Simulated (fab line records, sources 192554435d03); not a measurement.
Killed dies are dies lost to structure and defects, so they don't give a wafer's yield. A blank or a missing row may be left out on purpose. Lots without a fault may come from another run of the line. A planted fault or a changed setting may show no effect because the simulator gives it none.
A struck lot beside a sound one | flow n5_finfet | 15 steps out of a route of 1938
Sound: wafers L461.1, L461.3, L461.4. Struck: wafers L468.2, L468.5, L468.6. The cause comes at the end.
At each step with rows: each side's tool, then ch and its chambers, then its first start. Under that, the readings that differ: sound wafers | struck wafers | difference of the means | sigmas: that difference in standard deviations of wafers without a fault.
alike: readings whose means differ by less than 2 such deviations, and words and numbers that are the same on both sides. not compared: withheld readings, readings that some wafer has no value for, bounds like >300 that may hide the same value, and numbers for which the record gives no deviation and whose values overlap.
The two part at a step that has a row with sigmas, a row that says differs or no value, or rows on one side only. Numbers that don't overlap but have no deviation are shown without sigmas and don't part them. A reading that every wafer of one side lacks parts them only if that side has two wafers or more.

first, 8 steps without rows for these wafers: N5_MIM_TOP_LITHO_HMDS_01 (time 60 s); N5_MIM_TOP_LITHO_COAT_02; N5_MIM_TOP_LITHO_EBR_04; N5_MIM_TOP_LITHO_SOFTBAKE_03 (time 90 s); N5_MIM_TOP_LITHO_EXPOSE_05 (exposes mask MIM TOP, target cd 2000 nm); N5_MIM_TOP_LITHO_PEB_06; N5_MIM_TOP_LITHO_DEVELOP_07 (develop time 60 s); N5_MIM_TOP_LITHO_HARDBAKE_09 (time 120 s).
N5_MIM_TOP_LITHO_CD_MEAS_08: target cd 2000 nm.
  sound on cd_sem-03 ch 0, day 14 14:36; struck on cd_sem-01 ch 0, day 16 06:03
  reading    | sound                | struck               | difference | sigmas
  cd_nm (nm) | 2005.0 2004.0 2005.2 | 2002.1 1998.0 1998.0 | -5.4       | -2
N5_MIM_TOP_LITHO_OVL_MEAS_11:
  sound on overlay-01 ch 0, day 14 14:38; struck on overlay-02 ch 0, day 16 06:05
  alike: MIM_TOP_OVL
N5_MIM_TOP_LITHO_INSPECT_12: inspects for defects (macro).
  sound on defect_inspect-02, day 14 14:39; struck on defect_inspect-02, day 16 06:07
  alike: raw_defect_count
N5_MIM_TOP_LITHO_DESCUM_10: chemistry O2, time 7.9 s.
  sound on rie_diel-06 ch 1,2,3, day 14 14:46; struck on rie_diel-01 ch 1,2, day 16 06:35
  alike: bias_power_w, drypump_motor_current_A, oes_product_au, rf_vpp_V, showerhead_plenum_p_Torr, throttle_valve_pct
  not compared: rf_hours_counter_h
N5_MIM_TOP_ETCH_ETCH_00: etches TiN in Cl2/BCl3, target depth 38.5 nm.
  sound on rie_metal-03 ch 0,1, day 14 14:52; struck on rie_metal-02 ch 0,1, day 16 06:41
  reading                                  | sound             | struck            | difference | sigmas
  oes_product_au (a.u.)                    | 0.86 0.75 0.85    | 1.13 0.96 1.13    | +0.25      | +3
  model.etch.depth_nm (nm)                 | 37.34 38.64 37.49 | 64.85 65.24 65.22 | +27.28     |
  model.MIM_TOP_ETCH.feature_depth_nm (nm) | 37.4 38.6 37.4    | 64.8 65.2 65.2    | +27.3      |
  alike: drypump_motor_current_A, throttle_valve_pct
  not compared: rf_hours_counter_h, model.coat_of_MIM_TOP_LITHO_COAT_02.thk_nm
N5_MIM_TOP_ETCH_STRIP_01: strips in O2.
  sound on rie_diel-03 ch 0,1,3, day 14 15:00; struck on rie_diel-04 ch 1,2,3, day 16 06:53
  alike: drypump_motor_current_A, oes_product_au, rf_vpp_V, showerhead_plenum_p_Torr, throttle_valve_pct
  not compared: rf_hours_counter_h
then, 1 step without rows for these wafers: N5_PASSIVATION_PROBE_49.

WHERE THEY PART
First at N5_MIM_TOP_LITHO_CD_MEAS_08; last, within this record, at N5_MIM_TOP_ETCH_ETCH_00. Later steps at which nothing parts them and some readings are alike: N5_MIM_TOP_ETCH_STRIP_01.

WHY: what the simulator had put in
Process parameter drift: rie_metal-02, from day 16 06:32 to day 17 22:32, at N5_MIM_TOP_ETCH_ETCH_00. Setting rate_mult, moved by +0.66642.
